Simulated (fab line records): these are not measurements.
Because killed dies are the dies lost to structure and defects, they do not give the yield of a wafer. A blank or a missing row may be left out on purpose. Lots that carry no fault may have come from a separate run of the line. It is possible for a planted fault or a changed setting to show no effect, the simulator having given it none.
Matching of chambers | flow nandHarc | NHARC_P_M1_PRE_CLEAN_32 on pecvd-04 has 3 sister chambers
The step time 12 s. 14 wafers are shown with their chamber, then 7 later ones without.

EACH WAFER AND ITS CHAMBER
wafer  | chamber | heaterPowerW (W)
L077.1 | 1       | 701
L077.2 | 0       | 457
L077.3 | 2       | 521
L076.1 | 0       | 531
L076.2 | 1       | 688
L076.4 | 0       | 541
L083.4 | 0       | 457
L083.5 | 2       | 524
L083.6 | 1       | 665
L084.2 | 0       | 536
L084.3 | 1       | 672
L084.5 | 0       | 521
L089.2 | 2       | 589
L089.3 | 0       | 520

SIGNATURES, as means of the wafers listed above
reading      | chamber 0 | chamber 1 | chamber 2 | scatter within a chamber
heaterPowerW | 509.00    | 681.50    | 544.67    | 32.5
Rule: distance of a wafer from a chamber = root of the sum over the readings of ((wafer's reading minus chamber's mean) / reading's scatter) squared. The wafer belongs to the nearest chamber; if the next one is less than 2 further off, it can't be placed. The scatter: the root of (the sum of the squares of (reading less its chamber's mean) over the shown wafers, divided by (wafers less chambers)).

WAFERS MISSING THEIR CHAMBER
wafer  | heaterPowerW (W)
L089.5 | 667
L095.1 | 717
L095.2 | 508
L095.5 | 592
L097.2 | 568
L097.3 | 584
L097.6 | 593

EACH ONE'S CHAMBER
wafer  | from the rows above          | in truth
L089.5 | 1                            | 1
L095.1 | 1                            | 1
L095.2 | can't be placed: 0 or 2      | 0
L095.5 | can't be placed: 2 or 0 or 1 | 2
L097.2 | can't be placed: 2 or 0      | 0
L097.3 | can't be placed: 2 or 0 or 1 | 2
L097.6 | can't be placed: 2 or 0 or 1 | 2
Correct placement for 2 of the 7. From these rows, 5 cannot be placed; in 5 the true chamber is one of the candidates. Wrongly placed: 0.
